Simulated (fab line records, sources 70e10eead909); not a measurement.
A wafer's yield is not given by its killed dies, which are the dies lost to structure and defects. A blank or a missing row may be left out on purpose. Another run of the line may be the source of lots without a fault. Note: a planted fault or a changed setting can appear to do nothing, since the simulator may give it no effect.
fab line records -- flow nand-harc
record: lots: 5, wafers: 15, last-day: 33
route steps=1302 shown A_STAIRCASE@701 END@1302
lots with no fault: from the same line, run without faults
start-h: start of the lot's first displayed wafer, in hours after the record's first day -- wait-h: hours since the lot's step before -- " the same as in the row above -- L1.1+2: a single row standing in for several wafers -- - value missing, or start not given -- * or withheld: withheld -- < > ~ a bound
route shown NAME@n: a module of which the file shows steps, and the number in the route of the first -- usual: average and standard deviation across the fault-free wafers -- same: alike in all rows -- chamber/n: place in a boat -- sites: each site's reading -- _std_site: the standard deviation of these -- _edge_site: outer sites' mean less inner sites' -- radius-mm: for every site, how far away it sits from the centre of the wafer -- mask NAME#n: copy n -- behind: the tool/chamber that last shaped the wafer -- hold: why the lot was held/for how many hours/how that ended -- device: transistor that didn't switch, given as n, p or np -- end of line: the route-end tests of the same wafers -- a step with no rows: only its recipe -- killed: count of dies lost to structure and defects at first sort (not the wafer's yield) -- map: the dies of a wafer, with x for killed, . for not killed, _ for no die there
set.NAME: the setting that was run; set.NAME@STEP: the one run at that earlier step -- model.NAME: the simulator's own value behind a step, which no gauge read
lots at some steps of the route; a table a step, a row a wafer
services: when a tool's chamber went out of use (start-h, in hours from the record's first day, below 0 if earlier), for how many hours, and the reason
== steps ==
step: NHARC_A_STAIRCASE_TRIM_187
recipe: time-s: 211.2, o2-flow-sccm: 500, ar-flow-sccm: 0, bias-w: 0, chemistry: O2
usual: drypump-motor-current-A: 5.9/0.51, oes-product-au: 1.000/0.0087, rf-vpp-V: 57.8/0.97, showerhead-plenum-p-Torr: 3.52/0.19, throttle-valve-pct: 17.037/0.0086
same: time-s: 211.2
lot.wafer,tool,chamber,start-h,wait-h,drypump-motor-current-A,oes-product-au,rf-hours-counter-h,rf-vpp-V,showerhead-plenum-p-Torr,throttle-valve-pct
L972.3,rie-diel-09,3,411.57,0.1,6.4,1.008,27,57.9,3.31,17.029
L972.2,rie-diel-09,0,411.57,0.1,5.2,0.993,25,57.3,3.38,17.043
L972.6,rie-diel-09,3,411.57,0.1,6.4,0.998,-,57.3,3.31,17.031
L976.4,rie-diel-08,1,468.26,0.1,6.2,1.006,30,58.8,3.54,17.036
L976.2,rie-diel-08,3,468.26,0.1,6.2,1.007,30,56.5,3.30,17.037
L976.6,rie-diel-08,2,468.26,0.1,5.4,1.008,-,58.3,3.41,17.048
L978.2,rie-diel-09,3,486.18,0.1,6.4,1.001,50,57.4,3.29,17.037
L978.5,rie-diel-09,2,486.18,0.1,5.2,1.010,-,57.5,3.74,17.046
L978.6,rie-diel-09,3,486.18,0.1,6.4,1.016,-,56.3,3.29,17.036
L987.2,rie-diel-02,0,564.56,0.1,5.8,1.002,62,57.8,3.71,17.026
L987.4,rie-diel-02,2,564.56,0.1,6.0,1.006,62,58.9,3.39,17.037
L987.6,rie-diel-02,3,564.56,0.1,6.6,1.003,-,59.2,3.75,17.026
L988.3,rie-diel-08,3,568.90,0.1,6.3,0.982,3,59.2,3.81,17.032
L988.2,rie-diel-08,2,568.90,0.1,5.5,0.988,2,58.1,3.40,17.037
L988.5,rie-diel-08,3,568.90,0.1,6.2,0.992,-,58.9,3.81,17.038
step: NHARC_A_STAIRCASE_ETCH_188
recipe: target-depth-a: 1000, time-s: 40.5, ion-energy-ev: 400, c4f8-flow-sccm: 20, o2-flow-sccm: 10, ar-flow-sccm: withheld, rf-w: 600, bias-w: 1000, chemistry: C4F8/O2
step: NHARC_A_STAIRCASE_TRIM_189
recipe: time-s: 211.2, o2-flow-sccm: 500, ar-flow-sccm: 0, bias-w: 0, chemistry: O2
step: NHARC_A_STAIRCASE_ETCH_190
recipe: target-depth-a: 1000, time-s: 40.5, ion-energy-ev: 400, c4f8-flow-sccm: 20, o2-flow-sccm: 10, ar-flow-sccm: withheld, rf-w: 600, bias-w: 1000, chemistry: C4F8/O2
usual: oes-product-au: 0.944/0.011, rf-fwd-power-W: 592/3.5, rf-vpp-V: 895/6.9, run-length-s: 61.8/0.49
same: time-s: 40.5
lot.wafer,tool,chamber,start-h,wait-h,oes-product-au,rf-fwd-power-W,rf-hours-counter-h,rf-vpp-V,run-length-s
L972.2,rie-diel-09,2,-,-,0.954,591,28,904,61.7
L972.3,rie-diel-09,0,-,-,0.936,595,25,891,61.6
L972.6,rie-diel-09,2,-,-,0.943,593,-,905,61.9
L976.2,rie-diel-08,2,-,-,0.961,593,31,892,61.3
L976.4,rie-diel-08,1,-,-,0.958,597,30,896,62.5
L976.6,rie-diel-08,2,-,-,0.965,594,-,892,61.3
L978.2,rie-diel-09,1,-,-,0.934,595,56,901,61.7
L978.6,rie-diel-09,0,-,-,0.928,595,-,888,61.8
L978.5,rie-diel-09,1,-,-,0.947,594,-,903,61.4
L987.2,rie-diel-02,2,-,-,0.940,586,63,892,61.3
L987.4,rie-diel-02,1,-,-,0.940,597,68,895,61.4
L987.6,rie-diel-02,3,-,-,0.945,592,-,903,61.3
L988.2,rie-diel-08,0,-,-,0.943,589,3,906,62.7
L988.3,rie-diel-08,3,-,-,0.938,592,3,906,61.7
L988.5,rie-diel-08,0,-,-,0.940,590,-,905,62.3
step: NHARC_A_STAIRCASE_TRIM_191
recipe: time-s: 211.2, o2-flow-sccm: 500, ar-flow-sccm: 0, bias-w: 0, chemistry: O2
step: NHARC_A_STAIRCASE_ETCH_192
recipe: target-depth-a: 1000, time-s: 40.5, ion-energy-ev: 400, c4f8-flow-sccm: 20, o2-flow-sccm: 10, ar-flow-sccm: withheld, rf-w: 600, bias-w: 1000, chemistry: C4F8/O2
usual: oes-product-au: 0.945/0.011, rf-fwd-power-W: 592/3.4, rf-vpp-V: 896/6.6, run-length-s: 61.8/0.49
same: time-s: 40.5
lot.wafer,tool,chamber,start-h,wait-h,oes-product-au,rf-fwd-power-W,rf-hours-counter-h,rf-vpp-V,run-length-s
L972.3,rie-diel-09,3,-,-,0.943,587,27,887,62.8
L972.2,rie-diel-09,0,-,-,0.939,596,25,889,62.3
L972.6,rie-diel-09,2,-,-,0.951,597,-,905,61.8
L976.4,rie-diel-08,2,-,-,0.976,594,31,891,61.5
L976.2,rie-diel-08,1,-,-,0.958,594,30,897,62.6
L976.6,rie-diel-08,2,-,-,0.954,591,-,891,61.7
L978.2,rie-diel-09,1,-,-,0.949,596,56,903,61.6
L978.6,rie-diel-09,2,-,-,0.938,592,-,904,62.0
L978.5,rie-diel-09,3,-,-,0.935,586,-,886,62.6
L987.2,rie-diel-02,1,-,-,0.942,596,68,894,61.5
L987.4,rie-diel-02,3,-,-,0.946,594,51,905,61.5
L987.6,rie-diel-02,1,-,-,0.942,594,-,895,61.5
L988.2,rie-diel-08,1,-,-,0.947,594,4,896,62.9
L988.3,rie-diel-08,2,-,-,0.940,591,3,891,61.4
L988.5,rie-diel-08,0,-,-,0.950,590,-,907,63.0
step: NHARC_A_STAIRCASE_TRIM_193
recipe: time-s: 211.2, o2-flow-sccm: 500, ar-flow-sccm: 0, bias-w: 0, chemistry: O2
step: NHARC_A_STAIRCASE_ETCH_194
recipe: target-depth-a: 1000, time-s: 40.5, ion-energy-ev: 400, c4f8-flow-sccm: 20, o2-flow-sccm: 10, ar-flow-sccm: withheld, rf-w: 600, bias-w: 1000, chemistry: C4F8/O2
usual: oes-product-au: 0.945/0.0095, rf-fwd-power-W: 592/3.1, rf-vpp-V: 896/6.5, run-length-s: 61.8/0.5
same: time-s: 40.5
lot.wafer,tool,chamber,start-h,wait-h,oes-product-au,rf-fwd-power-W,rf-hours-counter-h,rf-vpp-V,run-length-s
L972.3,rie-diel-09,1,-,-,0.955,593,26,903,61.3
L972.2,rie-diel-09,2,-,-,0.952,591,29,902,62.3
L972.6,rie-diel-09,0,-,-,0.952,596,-,890,61.7
L976.4,rie-diel-08,1,-,-,0.948,597,30,896,62.6
L976.2,rie-diel-08,2,-,-,0.948,591,31,893,61.8
L976.6,rie-diel-08,1,-,-,0.945,596,-,898,62.4
L978.2,rie-diel-09,0,-,-,0.932,596,47,889,61.9
L978.5,rie-diel-09,3,-,-,0.948,589,-,888,62.4
L978.6,rie-diel-09,0,-,-,0.928,594,-,890,62.1
L987.2,rie-diel-02,2,-,-,0.942,588,63,890,61.0
L987.4,rie-diel-02,0,-,-,0.947,592,63,901,62.0
L987.6,rie-diel-02,2,-,-,0.955,586,-,890,60.8
L988.3,rie-diel-08,1,-,-,0.949,597,4,896,62.6
L988.2,rie-diel-08,3,-,-,0.938,593,3,905,61.6
L988.5,rie-diel-08,2,-,-,0.934,591,-,891,61.7
step: NHARC_A_STAIRCASE_TRIM_196
recipe: time-s: 211.2, o2-flow-sccm: 500, ar-flow-sccm: 0, bias-w: 0, chemistry: O2
step: NHARC_A_STAIRCASE_ETCH_197
recipe: target-depth-a: 1000, time-s: 40.5, ion-energy-ev: 400, c4f8-flow-sccm: 20, o2-flow-sccm: 10, ar-flow-sccm: withheld, rf-w: 600, bias-w: 1000, chemistry: C4F8/O2
step: NHARC_A_STAIRCASE_TRIM_198
recipe: time-s: 211.2, o2-flow-sccm: 500, ar-flow-sccm: 0, bias-w: 0, chemistry: O2
step: NHARC_A_STAIRCASE_ETCH_199
recipe: target-depth-a: 1000, time-s: 40.5, ion-energy-ev: 400, c4f8-flow-sccm: 20, o2-flow-sccm: 10, ar-flow-sccm: withheld, rf-w: 600, bias-w: 1000, chemistry: C4F8/O2
usual: oes-product-au: 0.949/0.011, rf-fwd-power-W: 592/3, rf-vpp-V: 895/6.7, run-length-s: 61.9/0.48
lot.wafer,tool,chamber,start-h,wait-h,oes-product-au,rf-fwd-power-W,rf-hours-counter-h,rf-vpp-V,run-length-s
L972.3,rie-diel-09,2,413.09,-,0.942,592,29,905,62.1
L972.2,rie-diel-09,3,413.09,-,0.946,589,28,889,62.5
L972.6,rie-diel-09,2,413.09,-,0.932,593,-,903,62.1
L976.2,rie-diel-02,3,469.71,-,0.957,593,13,904,62.1
L976.4,rie-diel-02,1,469.71,-,0.963,594,26,897,61.4
L976.6,rie-diel-02,3,469.71,-,0.961,593,-,905,61.3
L978.2,rie-diel-02,0,487.87,-,0.939,594,32,903,63.5
L978.6,rie-diel-02,1,487.87,-,0.960,595,-,895,63.7
L978.5,rie-diel-02,2,487.87,-,0.939,585,-,892,62.8
L987.4,rie-diel-08,0,567.15,-,0.947,586,3,905,62.4
L987.2,rie-diel-08,1,567.15,-,0.957,595,3,895,62.4
L987.6,rie-diel-08,0,567.15,-,0.954,590,-,906,62.6
L988.3,rie-diel-08,2,570.35,-,0.937,593,3,891,61.4
L988.2,rie-diel-08,3,570.35,-,0.948,589,4,906,62.1
L988.5,rie-diel-08,1,570.35,-,0.941,592,-,896,62.8
step: NHARC_A_STAIRCASE_TRIM_200
recipe: time-s: 211.2, o2-flow-sccm: 500, ar-flow-sccm: 0, bias-w: 0, chemistry: O2
usual: drypump-motor-current-A: 5.8/0.51, oes-product-au: 1.002/0.0085, rf-vpp-V: 57.7/0.9, showerhead-plenum-p-Torr: 3.50/0.18, throttle-valve-pct: 17.036/0.0098
same: time-s: 211.2
lot.wafer,tool,chamber,start-h,wait-h,drypump-motor-current-A,oes-product-au,rf-hours-counter-h,rf-vpp-V,showerhead-plenum-p-Torr,throttle-valve-pct
L972.3,rie-diel-09,0,-,-,5.2,1.000,26,56.6,3.38,17.020
L972.2,rie-diel-09,1,-,-,5.7,1.013,27,57.5,3.73,17.034
L972.6,rie-diel-09,0,-,-,5.3,0.996,-,57.7,3.38,17.031
L976.4,rie-diel-02,2,-,-,6.0,0.993,26,58.1,3.41,17.044
L976.2,rie-diel-02,3,-,-,6.6,1.001,13,58.0,3.77,17.034
L976.6,rie-diel-02,2,-,-,6.0,0.998,-,56.7,3.41,17.020
L978.2,rie-diel-02,1,-,-,6.1,1.005,33,58.6,3.52,17.028
L978.5,rie-diel-02,0,-,-,5.8,0.999,-,57.3,3.73,17.024
L978.6,rie-diel-02,1,-,-,6.2,1.003,-,60.0,3.52,17.038
L987.4,rie-diel-08,3,-,-,6.3,1.000,3,58.9,3.81,17.060
L987.2,rie-diel-08,1,-,-,6.2,1.000,3,57.7,3.52,17.038
L987.6,rie-diel-08,3,-,-,6.3,0.998,-,57.3,3.81,17.041
L988.2,rie-diel-08,1,-,-,6.2,0.997,4,57.0,3.52,17.033
L988.3,rie-diel-08,3,-,-,6.3,0.986,4,58.3,3.81,17.053
L988.5,rie-diel-08,1,-,-,6.2,1.003,-,58.7,3.52,17.034
step: NHARC_END_SORT_01
recipe: temp-c: 25
usual: killed-at-array: 64/20, killed-at-other: 0.7/1.1, killed-at-periphery: 3.6/2.7, killed-dies: 68/20, killed-open: 2.8/1.9, killed-short: 2.3/1.5
same: gross-dies: 677
lot.wafer,tool,chamber,start-h,wait-h,killed-at-array,killed-at-other,killed-at-periphery,killed-dies,killed-open,killed-short
L972.2,prober-01,0,620.23,2.8,50,6,0,56,1,1
L972.3,prober-01,0,621.03,3.1,41,3,3,47,0,1
L972.6,prober-01,0,623.42,4.0,42,4,0,46,2,2
L976.2,prober-02,0,665.03,2.8,24,0,2,26,2,1
L976.4,prober-02,0,666.66,3.4,24,1,3,28,4,4
L976.6,prober-02,0,668.28,4.1,23,1,4,28,3,3
L978.2,prober-02,0,689.58,2.8,62,0,1,63,0,4
L978.5,prober-02,0,692.01,3.7,64,1,3,68,2,4
L978.6,prober-02,0,692.82,4.0,73,1,2,76,4,3
L988.2,prober-01,0,785.68,2.8,57,0,2,59,5,1
L988.3,prober-01,0,786.47,3.1,56,0,1,57,1,2
L988.5,prober-01,0,788.05,3.7,59,2,4,65,5,3
L987.2,prober-02,0,785.72,2.8,46,0,2,48,1,1
L987.4,prober-02,0,787.33,3.4,41,0,6,47,2,4
L987.6,prober-02,0,788.94,4.0,49,0,3,52,3,3
killed by level:class
L972.2 A_SLIT:chamber-film-flake=23 A_CHANNEL_HOLE_D2:chamber-film-flake=12 THIN_TSV:chamber-film-flake=6 A_CHANNEL_FILL_D1:chamber-film-flake=4 A_STAIRCASE:chamber-film-flake=3 A_CONTACT:chamber-film-flake=3 A_CHANNEL_HOLE_D1:chamber-film-flake=2 A_DECK1_JOINT:geometric-particle:short=1
L972.3 A_SLIT:chamber-film-flake=24 A_STAIRCASE:chamber-film-flake=5 A_CHANNEL_HOLE_D1:chamber-film-flake=3 A_CHANNEL_HOLE_D2:chamber-film-flake=3 THIN_TSV:chamber-film-flake=3 P_ZERO_WELL:chamber-film-flake=2 A_CHANNEL_FILL_D2:chamber-film-flake=2 A_CHANNEL_FILL_D2:geometric-particle:short=1
L972.6 A_SLIT:chamber-film-flake=25 THIN_TSV:chamber-film-flake=4 A_CONTACT:chamber-film-flake=3 A_CHANNEL_HOLE_D1:chamber-film-flake=2 A_CHANNEL_HOLE_D2:chamber-film-flake=2 A_BONDPAD:chamber-film-flake=2 A_ONON_D1:geometric-particle:open=1 A_ONON_D1:geometric-particle:short=1
L976.2 A_CHANNEL_HOLE_D1:chamber-film-flake=11 A_SLIT:chamber-film-flake=4 A_WL_FILL:chamber-film-flake=2 A_CONTACT:chamber-film-flake=2 P_CONTACT:geometric-particle:open=1 A_DECK1_JOINT:geometric-particle:short=1 A_M0:geometric-particle:open=1 P_BONDPAD:chamber-film-flake=1
L976.4 A_CONTACT:chamber-film-flake=7 A_STAIRCASE:chamber-film-flake=3 A_SLIT:chamber-film-flake=3 A_ONON_D1:geometric-particle:short=2 A_CHANNEL_HOLE_D1:chamber-film-flake=2 P_M0:geometric-particle:open=1 P_M2:geometric-particle:open=1 A_ONON_D2:geometric-particle:short=1
L976.6 A_CHANNEL_HOLE_D1:chamber-film-flake=8 P_BONDPAD:chamber-film-flake=3 A_SLIT:chamber-film-flake=2 A_CONTACT:chamber-film-flake=2 A_BONDPAD:chamber-film-flake=2 A_ONON_D1:geometric-particle:short=1 A_CHANNEL_HOLE_D1:geometric-particle:open=1 A_ONON_D2:geometric-particle:open=1
L978.2 A_SLIT:chamber-film-flake=28 A_CHANNEL_HOLE_D2:chamber-film-flake=10 A_STAIRCASE:chamber-film-flake=10 A_CHANNEL_HOLE_D1:chamber-film-flake=3 A_DECK1_JOINT:chamber-film-flake=3 A_CHANNEL_FILL_D2:geometric-particle:short=2 A_CONTACT:chamber-film-flake=2 A_ONON_D1:geometric-particle:short=1
L978.5 A_SLIT:chamber-film-flake=33 A_CHANNEL_HOLE_D2:chamber-film-flake=17 A_CHANNEL_HOLE_D1:chamber-film-flake=3 A_ONON_D1:geometric-particle:short=2 A_DECK1_JOINT:chamber-film-flake=2 A_CHANNEL_FILL_D2:chamber-film-flake=2 P_GATE:geometric-particle:short=1 P_GATE:geometric-particle:open=1
L978.6 A_SLIT:chamber-film-flake=34 A_CHANNEL_HOLE_D2:chamber-film-flake=17 A_CHANNEL_HOLE_D1:chamber-film-flake=6 A_STAIRCASE:chamber-film-flake=4 A_M1:chamber-film-flake=2 A_BLC:geometric-particle:open=2 THIN_TSV:chamber-film-flake=1 A_CHANNEL_FILL_D1:geometric-particle:short=1
L988.2 A_CHANNEL_HOLE_D2:chamber-film-flake=26 A_CHANNEL_HOLE_D1:chamber-film-flake=12 A_CHANNEL_FILL_D1:chamber-film-flake=5 A_ONON_D1:geometric-particle:open=3 A_SLIT:chamber-film-flake=3 A_SGD_CUT:chamber-film-flake=2 A_M1:chamber-film-flake=2 P_M1:geometric-particle:open=1
L987.2 A_CHANNEL_HOLE_D1:chamber-film-flake=15 A_SLIT:chamber-film-flake=12 A_STAIRCASE:chamber-film-flake=8 A_CONTACT:chamber-film-flake=8 A_DECK1_JOINT:chamber-film-flake=2 P_M0:geometric-particle:open=1 A_M0:geometric-particle:short=1 P_ZERO_WELL:chamber-film-flake=1
L988.3 A_CHANNEL_HOLE_D2:chamber-film-flake=24 A_CHANNEL_HOLE_D1:chamber-film-flake=10 A_SLIT:chamber-film-flake=7 A_CHANNEL_FILL_D1:chamber-film-flake=5 A_STAIRCASE:chamber-film-flake=4 A_ONON_D1:geometric-particle:open=1 A_CHANNEL_HOLE_D1:geometric-particle:short=1 A_CHANNEL_FILL_D2:geometric-particle:short=1
L987.4 A_CHANNEL_HOLE_D1:chamber-film-flake=14 A_STAIRCASE:chamber-film-flake=8 A_SLIT:chamber-film-flake=8 P_ZERO_WELL:chamber-film-flake=5 A_CONTACT:chamber-film-flake=4 A_CHANNEL_FILL_D2:geometric-particle:open=2 A_CHANNEL_HOLE_D2:chamber-film-flake=2 P_GATE:geometric-particle:short=1
L988.5 A_CHANNEL_HOLE_D2:chamber-film-flake=28 A_SLIT:chamber-film-flake=11 A_CHANNEL_FILL_D1:chamber-film-flake=7 A_CHANNEL_HOLE_D1:chamber-film-flake=6 A_CHANNEL_FILL_D1:geometric-particle:open=2 A_WL_FILL:geometric-particle:open=2 STARTING-WAFER:geometric-particle:short=2 P_GATE:chamber-film-flake=2
L987.6 A_CHANNEL_HOLE_D1:chamber-film-flake=19 A_SLIT:chamber-film-flake=8 A_CONTACT:chamber-film-flake=6 A_STAIRCASE:chamber-film-flake=6 A_WL_FILL:geometric-particle:short=2 P_ZERO_WELL:chamber-film-flake=2 A_WL_FILL:chamber-film-flake=2 A_CHANNEL_FILL_D1:geometric-particle:open=1
== services ==
tool,chamber,start-h,hours,kind
rie-diel-02,-,395.90,9.0,pm
rie-diel-08,0,401.40,-,clean
rie-diel-08,1,401.40,-,clean
rie-diel-08,2,401.40,-,clean
rie-diel-08,3,401.40,-,clean
rie-diel-02,3,411.54,20.9,repair
rie-diel-08,0,425.98,-,clean
rie-diel-08,1,425.98,-,clean
rie-diel-08,2,425.98,-,clean
rie-diel-08,3,425.98,-,clean
rie-diel-08,0,450.48,-,clean
rie-diel-08,1,450.48,-,clean
rie-diel-08,2,450.48,-,clean
rie-diel-08,3,450.48,-,clean
rie-diel-09,-,456.73,0.4,repair
rie-diel-09,0,463.90,4.9,repair
rie-diel-08,0,475.32,-,clean
rie-diel-08,1,475.32,-,clean
rie-diel-08,2,475.32,-,clean
rie-diel-08,3,475.32,-,clean
rie-diel-09,-,497.16,9.0,pm
rie-diel-08,0,502.19,-,clean
rie-diel-08,1,502.19,-,clean
rie-diel-08,-,547.65,9.0,pm
== key ==
first-sign: step: NHARC_A_STAIRCASE_ETCH_199, reading: run-length-s, direction: up, sigmas: 3, usual: *, struck: *
effect none on later readings
met-at NHARC_A_STAIRCASE_ETCH_199
struck-wafers L978.2,L978.5,L978.6
tester-left-out L978
onset-between 469.71 487.87
fault: kind: process-parameter-drift, tool: rie-diel-02, chamber: -, onset-h: 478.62, steps: NHARC_A_STAIRCASE_ETCH_199, channel: time-s, offset: *, shape: step, end-h: 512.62, acts-in: *, stated: *
tester-left-out: of these lots the tester's yield and bins aren't shown, on N5 and GAA mostly nor the transistor test; their killed dies are dies lost to structure and defects alone, not to doping, threshold or leakage, so they don't give the yield
